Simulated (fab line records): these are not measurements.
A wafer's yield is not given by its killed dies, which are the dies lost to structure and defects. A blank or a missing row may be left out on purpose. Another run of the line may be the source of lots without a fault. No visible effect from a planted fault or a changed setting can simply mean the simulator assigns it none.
One fault through the eyes of 2 desks    flow nand-harc    only its own numbers are on each desk; what lay behind them is given at the end

== FOR THE TOOL OWNER'S DESK: rie-diel-08 ==
The tool's own readings at NHARC_A_CONTACT_ETCH_76 (etches the open film in N2/H2, target depth 260 nm, time 475.3 s): means of the sampled wafers that have a number, for each lot that ran on this tool. If a lot's mean is further than 4 standard deviations from the usual mean, the lot is out of limits and carries the mark OUT (the distance appears in the brackets).
Columns: A = drypump-motor-current-A at NHARC_A_CONTACT_ETCH_76, usual 5.64 A; B = mfc-ar-sccm at NHARC_A_CONTACT_ETCH_76, usual 0.013 sccm; C = n2-flow-sccm at NHARC_A_CONTACT_ETCH_76, usual 149.9 sccm; D = oes-product-au at NHARC_A_CONTACT_ETCH_76, usual 1.003 a.u.; E = rf-vpp-V at NHARC_A_CONTACT_ETCH_76, usual 430.9 V; F = showerhead-plenum-p-Torr at NHARC_A_CONTACT_ETCH_76, usual 2.05 Torr; G = throttle-valve-pct at NHARC_A_CONTACT_ETCH_76, usual 14.172 %
lot   first seen here  A     B      C      D      E      F     G
L536  day 22 13:27     5.49  0.016  150.1  0.999  432.5  2.10  14.167
L537  day 22 21:57     5.51  0.026  150.4  0.996  433.8  2.15  14.173
L538  day 23 00:26     5.79  0.000  150.1  0.993  429.0  2.01  14.173
L544  day 25 10:05     5.68  0.016  150.0  1.013  432.0  2.10  14.177
L545  day 25 16:39     5.54  0.006  150.2  1.016  430.7  2.05  14.172
L548  day 25 23:11     5.50  0.016  149.6  0.998  432.0  2.10  14.177
L547  day 26 08:25     5.79  0.010  150.0  1.013  430.9  2.05  14.173
L549  day 27 12:47     5.61  0.010  150.3  1.001  430.8  2.06  14.185
L550  day 27 16:08     5.69  0.006  150.3  1.007  431.3  2.05  14.167
L552  day 28 18:57     5.53  0.006  149.7  1.004  431.2  2.05  14.169
Finding of this desk: none of the 10 lots has anything out of limits.

== AT THE METROLOGY DESK ==
Lot by lot, what the gauges showed, no matter which tool ran the lot: averages of those sampled wafers that carry a number. If a lot's mean is further than 4 standard deviations from the usual mean, the lot is out of limits and carries the mark OUT (the distance appears in the brackets).
Columns: A = cd-nm at NHARC_THIN_TSV_CD_MEAS_16, usual 999.4 nm
lot   first seen here  A
L536  day 24 15:35     999.7
L537  day 24 17:51     1000.2
L538  day 24 21:30     1001.5
L543  day 27 00:06     997.2
L544  day 27 06:14     999.1
L545  day 27 12:42     999.1
L548  day 27 18:29     998.9
L547  day 28 07:49     1000.3
L549  day 29 07:47     997.3
L550  day 29 14:01     998.6
L552  day 30 18:31     999.5
L554  day 31 08:11     997.1
L558  day 33 13:12     999.8
Finding of this desk: none of the 13 lots has anything out of limits.

== PUT TOGETHER ==
Nothing out of limits was seen by the tool owner's desk.
Metrology desk: nothing out of limits seen.

== WHAT THE SIMULATOR HAD INSERTED ==
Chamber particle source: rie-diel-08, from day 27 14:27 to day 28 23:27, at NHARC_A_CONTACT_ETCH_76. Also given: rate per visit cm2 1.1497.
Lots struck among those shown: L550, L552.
